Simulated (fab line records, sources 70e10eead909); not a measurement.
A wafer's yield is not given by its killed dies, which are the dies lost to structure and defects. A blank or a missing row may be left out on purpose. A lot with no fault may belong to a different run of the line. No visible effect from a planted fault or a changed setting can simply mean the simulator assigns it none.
Struck lot and sound lot, side by side :: flow nandHarc :: 17 out of 1159 route steps
Sound: wafers L938.1, L938.5, L938.6. Wafers struck: L942.3, L942.4, L942.5. The cause is named last.
At each step with rows: each side's tool, then ch and its chambers, then its first start. Under that, the readings that differ: sound wafers :: struck wafers :: difference of the means :: sigmas: that difference in standard deviations of wafers without a fault.
alike: same words and numbers on both sides, and readings whose means sit less than 2 such deviations apart. not compared: any withheld reading, any reading some wafer has no value for, any bound like >300 that may hide the same value, and any number with overlapping values for which the record gives no deviation.
The two part at a step that has a row with sigmas, a row that says differs or no value, or rows on one side only. When numbers do not overlap yet have no deviation, they are printed without sigmas and do not part them. A reading that every wafer of one side lacks parts them only if that side has two wafers or more.

NHARC_A_M1_INSPECT_11:
  sound on defectInspect-01, day 18 19:34; struck on defectInspect-01, day 19 23:28
  alike: rawDefectCount
NHARC_A_M1_DESCUM_14: chemistry O2, time 3 s.
  sound on rieDiel-08 ch 2,3, day 18 19:38; struck on rieDiel-08 ch 0,2,3, day 19 23:32
  alike: drypumpMotorCurrentA, mfcArSccm, oesProductAu, rfVppV, showerheadPlenumPTorr, throttleValvePct
  not compared: rfHoursCounterH
then, 2 steps without rows for these wafers: NHARC_A_M1_ETCH_35 (etches the open film in N2/H2, target depth 40 nm, overetch 12 nm, time 43.94 s); NHARC_A_M1_ETCH_15 (etches the open film in C4F8/Ar, target depth 182.5 nm, time 91.2 s).
NHARC_A_M1_CD_MEAS_16:
  sound on cdSem-02, day 18 19:56; struck on cdSem-03, day 19 23:50
  alike: cdNm
NHARC_A_M1_STRIP_18: strips in N2/H2.
  sound on rieDiel-10 ch 1,2, day 18 20:01; struck on rieDiel-10 ch 0,2, day 19 23:54
  alike: drypumpMotorCurrentA, mfcArSccm, oesProductAu, rfVppV, showerheadPlenumPTorr, throttleValvePct
  not compared: rfHoursCounterH
then, 2 steps without rows for these wafers: NHARC_A_M1_ETCH_28 (etches the open film in CF4/N2, target depth 30 nm, time 72.99 s); NHARC_A_M1_STRIP_19 (strips in post etch residue remover, time 600 s).
NHARC_A_M1_DEGAS_29: time 60 s.
  sound on pvdSputter-02, day 18 20:39; struck on pvdSputter-01, day 20 00:33
  alike: heaterPowerW
NHARC_A_M1_PRE_CLEAN_30: time 30 s.
  sound on pvdSputter-02; struck on pvdSputter-01
  alike: heaterPowerW
then, 1 step without rows for these wafers: NHARC_A_M1_PVD_20 (deposits TaN, target thk 5 nm, time 8.06 s).
NHARC_A_M1_PVD_21: deposits Cu, target thk 30 nm, time 20.49 s.
  sound on pvdSputter-02; struck on pvdSputter-01
  alike: throttleValvePct
NHARC_A_M1_ECD_22: material Cu, target thk 400 nm.
  sound on ecdCu-02 ch 0,1, day 18 21:04; struck on ecdCu-01 ch 0,1, day 20 01:00
  no value came back on the struck wafers for bathHeatDutyPct (%), bathTempC (C); on the sound wafers bathHeatDutyPct (%) reads 6.3 6.9 5.7
then, 1 step without rows for these wafers: NHARC_A_M1_ANNEAL_31 (time 90 s).
NHARC_A_M1_CMP_23: polishes, t overpolish 20 s, target thk 154.34 nm.
  sound on cmp-04 ch 0,1,3, day 18 21:49; struck on cmp-02 ch 1,2,3, day 20 01:37
reading: timeToEndpointS (s)
sound: 29.9 30.6 27.5
struck: 0.5 1.1 3.4
difference: -27.7
sigmas: -10
  alike: motorCurrentA, retainingRingPressureFrac, slurryFlowMlMin
NHARC_A_M1_THK_MEAS_24: measures by xrf.
  sound on filmMetro-01, day 18 22:04; struck on filmMetro-02, day 20 01:56
reading: thkNm (nm)
sound: 155.2 156.5 156.2
struck: 30.8 30.5 30.3
difference: -125.4
sigmas: -90
following that, these wafers have no rows for 1 step: NHARC_A_M1_SRD_25.

WHERE THEY PART
Earliest at NHARC_A_M1_ECD_22; latest, in this record, at NHARC_A_M1_THK_MEAS_24.

WHY: what had been put in by the simulator
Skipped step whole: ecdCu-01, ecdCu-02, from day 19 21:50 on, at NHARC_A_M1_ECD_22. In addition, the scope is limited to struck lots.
